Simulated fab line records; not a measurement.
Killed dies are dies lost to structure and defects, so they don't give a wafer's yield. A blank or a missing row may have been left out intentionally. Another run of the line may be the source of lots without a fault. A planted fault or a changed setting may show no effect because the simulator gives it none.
Which of the tools did it? | flow n5_finfet | 9 lots, 26 wafers sampled, at 5 steps of a route of 1938

== WHAT THE GAUGES READ, wafer by wafer ==
N5_BEOL_M4_RC_MEAS_101.
lot  | measured     | on        | CHAIN_V0_max_site (ohm/link)
L645 | day 8 08:06  | prober-02 | 246 254 253
L648 | day 9 01:14  | prober-01 | 256 245 231
L649 | day 9 10:15  | prober-02 | 257 249 273
L651 | day 9 18:03  | prober-02 | 484 226 502
L652 | day 9 18:40  | prober-01 | 248 240 564
L659 | day 12 04:55 | prober-01 | 236 242 248
L666 | day 14 21:18 | prober-02 | 246 244 243
L663 | day 14 04:46 | prober-01 | 221 236 240
L668 | day 15 00:02 | prober-02 | 226 239

== EACH LOT AND THE TOOL THAT RAN IT (in order: tool; ch and the chambers of the sampled wafers; start) ==
lot  | N5_BEOL_M1_ETCH_70                | N5_BEOL_M1_STRIP_36               | N5_BEOL_M1_ALD_84                   | N5_BEOL_M1_ANNEAL_82
L645 | rie_diel-02 ch 1,2, day 6 08:28   | rie_diel-02 ch 1,2, day 6 08:38   | ald_metal-02 ch 1,2,3, day 6 09:40  | pvd_sputter-01, day 6 10:41
L648 | rie_diel-03 ch 0,2,3, day 6 23:47 | rie_diel-03 ch 0,2,3, day 6 23:57 | ald_metal-03 ch 2,3, day 7 00:44    | pvd_sputter-03, day 7 01:56
L649 | rie_diel-02 ch 0,2,3, day 7 02:57 | rie_diel-02 ch 0,2,3, day 7 03:07 | ald_metal-03 ch 1,2,3, day 7 03:52  | pvd_sputter-02, day 7 04:58
L651 | rie_diel-01 ch 0,1,2, day 8 03:11 | rie_diel-01 ch 0,1,2, day 8 03:21 | ald_metal-03 ch 0,1, day 8 04:00    | pvd_sputter-02, day 8 05:11
L652 | rie_diel-01 ch 0,1,2, day 8 03:35 | rie_diel-01 ch 0,1,2, day 8 03:45 | ald_metal-03 ch 1,2, day 8 04:56    | pvd_sputter-03, day 8 07:04
L659 | rie_diel-03 ch 0,1, day 10 18:44  | rie_diel-03 ch 0,1, day 10 18:54  | ald_metal-04 ch 0,3, day 10 19:28   | pvd_sputter-02, day 10 20:26
L666 | rie_diel-02 ch 2,3, day 11 21:44  | rie_diel-02 ch 2,3, day 11 21:53  | ald_metal-04 ch 0,1,2, day 11 22:42 | pvd_sputter-01, day 12 00:21
L663 | rie_diel-01 ch 1,2, day 12 00:14  | rie_diel-01 ch 1,2, day 12 00:24  | ald_metal-02 ch 0,1,3, day 12 01:14 | pvd_sputter-03, day 12 02:23
L668 | rie_diel-03 ch 0,3, day 12 20:38  | rie_diel-03 ch 0,3, day 12 20:47  | ald_metal-03 ch 0,2, day 12 21:59   | pvd_sputter-03, day 12 23:03
- N5_BEOL_M1_ETCH_70: etches SOC in N2/H2, target depth 80 nm, overetch 16 nm, time 120 s.
- N5_BEOL_M1_STRIP_36: strips in N2/H2.
- N5_BEOL_M1_ALD_84: deposits TaN, pulse time 2 s, purge time 3 s, co reactant purge time 2 s.
- N5_BEOL_M1_ANNEAL_82: time 240 s.

== THE ANSWER, worked out from the rows above alone ==
Rule: the usual values come from the lots themselves. The widest of any qualifying gaps counts: lots, ordered by their means at a reading, are off when they make up no more than a third of the lots, leave a main group of 4 or more, and stand apart from it by 3 or more times the standard deviation of that group's means. The tables above print the reading to a certain number of digits; a main group whose means all agree to those digits is not used. A lot without any number at a reading at which 4 lots or more have one is off too. All remaining lots with rows at the step are treated as sound.
Off: L651, L652, at N5_BEOL_M4_RC_MEAS_101 (CHAIN_V0_max_site). The main group: mean 244 ohm/link, standard deviation 9.
If a tool, at a process step before that reading, ran all the lots that are off and no sound lot after the first of them, it fits. Those tools and the gauges at N5_BEOL_M4_RC_MEAS_101 are tried in the same way. No candidate that was tried fits.

== WHAT THE SIMULATOR HAD INSERTED ==
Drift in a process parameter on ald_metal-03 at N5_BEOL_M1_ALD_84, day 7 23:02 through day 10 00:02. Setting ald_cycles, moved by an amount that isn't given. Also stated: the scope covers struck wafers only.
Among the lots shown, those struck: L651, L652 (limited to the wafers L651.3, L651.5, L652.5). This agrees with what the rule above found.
